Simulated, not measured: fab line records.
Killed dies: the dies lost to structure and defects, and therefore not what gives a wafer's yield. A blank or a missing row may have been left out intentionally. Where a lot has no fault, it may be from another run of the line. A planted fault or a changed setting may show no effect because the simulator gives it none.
Comparing a struck lot with a sound one + flow n5 finfet + 27 steps out of a route of 1938
Sound: the wafers L836.2, L836.5, L836.6. Struck: wafer L842.2. (L842.5, L842.6 of the same lot were not struck and are left out.) The cause comes at the end.
Per side, at each step with rows, come the tool, then ch with its chambers, and then its first start. Under that, the readings that differ: sound wafers + struck wafers + difference of the means + sigmas: that difference in standard deviations of wafers without a fault.
alike: words and numbers the same on both sides, and readings whose means are apart by under 2 such deviations; not compared: readings that were withheld, readings missing a value for some wafer, numbers with overlapping values and no deviation given by the record, and bounds like >300 which may hide the same value.
Wherever a step has rows on one side only, a row that says differs or no value, or a row with sigmas, the two part there. Numbers that don't overlap but have no deviation are shown without sigmas and don't part them. Lack of a reading on every wafer of one side parts them only where that side has two or more wafers.

N5_BEOL_M15_STRIP_63: strips in O2.
  sound: rie diel-04 ch 1,2; struck: rie diel-06 ch 0
| reading    | sound             | struck | difference | sigmas |
|------------|-------------------|--------|------------|--------|
| temp c (C) | 59.99 60.15 59.99 | 59.82  | -0.22      | -2     |
  alike: drypump motor current A, oes product au, rf vpp V, showerhead plenum p Torr, throttle valve pct
  not compared: rf hours counter h
N5_BEOL_M15_STRIP_64: strips in O2.
  sound: rie diel-04 ch 1,2; struck: rie diel-06 ch 0
  alike: drypump motor current A, oes product au, rf vpp V, showerhead plenum p Torr, temp c, throttle valve pct
  not compared: rf hours counter h
then, 2 steps without rows for these wafers: N5_BEOL_M15_STRIP_65 (strips in post etch residue remover, time 60 s); N5_BEOL_M15_SRD_66 (time 30 s, dry time 30 s).
N5_BEOL_M15_CD_MEAS_17 targets a cd of 360 nm.
  sound on cd sem-02, day 14 03:04; struck on cd sem-02, day 15 08:05
  alike: cd nm
then, 7 steps without rows for these wafers: N5_BEOL_M15_COAT_56 (time 60 s, resist thk 550 nm); N5_BEOL_M15_ETCH_57 (etches SOC in N2/H2, time 750 s); N5_BEOL_M15_COAT_60 (time 60 s, resist thk 89 nm); N5_BEOL_M15_COAT_22 (resist thk 800 nm); N5_BEOL_M15_EBR_24; N5_BEOL_M15_SOFTBAKE_23 (time 60 s); N5_BEOL_M15_EXPOSE_25 (exposes mask M15, target cd 400 nm).
N5_BEOL_M15_PEB_26: peb time 90 s.
  sound on litho track-02 ch 0, day 14 03:49; struck on litho track-02 ch 0, day 15 09:10
then, 2 steps without rows for these wafers: N5_BEOL_M15_DEVELOP_27 (develop time 45 s); N5_BEOL_M15_HARDBAKE_32 (time 120 s).
N5_BEOL_M15_CD_MEAS_28 targets a cd of 407.6 nm.
  sound on cd sem-02 ch 0, day 14 03:56; struck on cd sem-02 ch 0, day 15 09:17
| reading    | sound             | struck | difference | sigmas |
|------------|-------------------|--------|------------|--------|
| cd nm (nm) | 406.7 406.7 406.8 | 423.9  | +17.2      | +10    |
N5_BEOL_M15_OVL_MEAS_29:
  sound on overlay-02 ch 0, day 14 03:58; struck on overlay-01 ch 0, day 15 09:19
| reading      | sound    | struck | difference | sigmas |
|--------------|----------|--------|------------|--------|
| M15_OVL (nm) | -2 -6 -4 | 7      | +11        | +2     |
N5_BEOL_M15_INSPECT_30: inspects for defects (macro).
  sound on defect inspect-01, day 14 03:59; struck on defect inspect-02, day 15 09:20
  alike: raw defect count
N5_BEOL_M15_DESCUM_33: chemistry O2, time 7.9 s.
  sound on rie diel-02 ch 0,2,3, day 14 04:01; struck on rie diel-02 ch 2, day 15 09:22
| reading                   | sound             | struck | difference | sigmas |
|---------------------------|-------------------|--------|------------|--------|
| model.BEOL_M15.cd nm (nm) | 406.8 406.8 406.2 | 424    | +17        |        |
  alike: drypump motor current A, oes product au, rf vpp V, showerhead plenum p Torr, temp c, throttle valve pct
  not compared: rf hours counter h
N5_BEOL_M15_ETCH_61: etches BARC in N2/H2, target depth 89 nm, overetch 26.7 nm, time 67.9 s.
  sound on rie diel-02 ch 0,2,3, day 14 04:04; struck on rie diel-02 ch 2, day 15 09:24
| reading             | sound             | struck | difference | sigmas |
|---------------------|-------------------|--------|------------|--------|
| n2 flow sccm (sccm) | 200.5 199.8 199.9 | 198.8  | -1.3       | -2     |
  alike: drypump motor current A, oes product au, rf vpp V, showerhead plenum p Torr, throttle valve pct
  not compared: rf hours counter h
N5_BEOL_M15_TRENCH_ETCH_34: etches SiO2 in C4F8/O2/Ar, target depth 872.93 nm, time 199 s.
  sound on rie diel-02 ch 0,2,3, day 14 04:07; struck on rie diel-02 ch 2, day 15 09:27
  alike: C4F8_flow_sccm, drypump motor current A, oes product au, rf vpp V, showerhead plenum p Torr, throttle valve pct
  not compared: rf hours counter h
N5_BEOL_M15_STRIP_36: strips in O2.
  sound on rie diel-04 ch 0,1,2, day 14 04:20; struck on rie diel-06 ch 1, day 15 10:11
  alike: drypump motor current A, oes product au, rf vpp V, showerhead plenum p Torr, temp c, throttle valve pct
  not compared: rf hours counter h
then, 2 steps without rows for these wafers: N5_BEOL_M15_STRIP_62 (strips in O2); N5_BEOL_M15_STRIP_37 (strips in O2).
N5_BEOL_M15_ETCH_38: etches SiCN in CF4/N2, target depth 106.4 nm, time 120.5 s.
  sound: rie diel-04 ch 0,1,2; struck: rie diel-06 ch 1
| reading                   | sound             | struck | difference | sigmas |
|---------------------------|-------------------|--------|------------|--------|
| model.BEOL_M15.cd nm (nm) | 398.6 400.2 398.6 | 418    | +19        |        |
  alike: drypump motor current A, n2 flow sccm, oes product au, rf vpp V, showerhead plenum p Torr, throttle valve pct
  not compared: rf hours counter h
then, 1 step without rows for these wafers: N5_BEOL_M15_PRECLEAN_39 (cleans in residue remover, time 60 s).
N5_PASSIVATION_PROBE_49:
  sound on prober-01, day 14 20:46; struck on prober-01, day 16 03:41
  alike: defect limited yield, killed_at_M0_to_M3, killed_at_M4_up, killed at contacts, killed at front end, killed at other, killed dies, killed open, killed short, sort_bin_5_function, sort_bin_6_memory, sort n pass, sort yield pct

WHERE THEY PART
Earliest at N5_BEOL_M15_STRIP_63; latest, in this record, at N5_BEOL_M15_ETCH_61. Later steps at which nothing parts them and some readings are alike: N5_BEOL_M15_TRENCH_ETCH_34, N5_BEOL_M15_STRIP_36, N5_BEOL_M15_ETCH_38, N5_PASSIVATION_PROBE_49.

WHY: what had been put in by the simulator
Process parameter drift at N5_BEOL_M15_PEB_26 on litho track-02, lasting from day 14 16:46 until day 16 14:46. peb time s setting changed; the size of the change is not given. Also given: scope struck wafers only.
